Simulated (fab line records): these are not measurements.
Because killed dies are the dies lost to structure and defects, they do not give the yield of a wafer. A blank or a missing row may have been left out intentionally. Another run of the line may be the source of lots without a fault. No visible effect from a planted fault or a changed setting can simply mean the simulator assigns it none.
Matching of chambers    flow n5-finfet    N5_HKMG_FIN_ALD_36 on ald-metal-02 has 4 sister chambers
The step deposits TiN, target thk 1 nm, pulse time 1 s, purge time 3 s. 14 wafers are shown with their chamber, then 7 later ones without.

WAFERS, EACH WITH ITS CHAMBER
wafer   chamber  heater-power-w (W)  precursor-pulse-height-rel
L076.2  2        1000                1.006
L076.4  0        858                 1.024
L076.6  3        990                 0.974
L086.4  1        886                 1.013
L086.5  0        873                 0.984
L086.6  1        906                 1.019
L087.4  2        999                 1.010
L087.5  3        987                 0.997
L087.6  0        892                 1.013
L088.1  2        1008                0.982
L088.2  0        860                 1.019
L088.6  0        891                 1.021
L091.1  1        900                 0.972
L091.5  1        875                 0.983

SIGNATURES (means of the wafers above)
reading                     chamber 0  chamber 1  chamber 2  chamber 3  scatter within a chamber
heater-power-w              874.80     891.75     1002.33    988.50     13
precursor-pulse-height-rel  1.01220    0.99675    0.99933    0.98550    0.0183
Rule: a wafer's distance from a chamber is the root of the sum, over the readings, of the square of ((its reading less the chamber's mean) divided by the reading's scatter). The wafer belongs to the nearest chamber; if the next one is less than 2 further off, it can't be placed. The scatter: the root of (the sum of the squares of (reading less its chamber's mean) over the shown wafers, divided by (wafers less chambers)).

WAFERS WITH NO CHAMBER GIVEN
wafer   heater-power-w (W)  precursor-pulse-height-rel
L091.6  879                 0.979
L095.3  958                 0.945
L095.5  850                 0.974
L095.6  915                 0.987
L097.2  873                 1.015
L097.3  954                 0.980
L097.4  911                 1.028

THE CHAMBER EACH PASSED THROUGH
wafer   from the rows above      in truth
L091.6  can't be placed: 1 or 0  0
L095.3  can't be placed: 3 or 2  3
L095.5  can't be placed: 0 or 1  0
L095.6  can't be placed: 1 or 0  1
L097.2  can't be placed: 0 or 1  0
L097.3  can't be placed: 3 or 2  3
L097.4  can't be placed: 1 or 0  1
0 of 7 placed correctly. Can't be placed from these rows: 7 (the true chamber is among the candidates in 7). Number placed wrongly: 0.
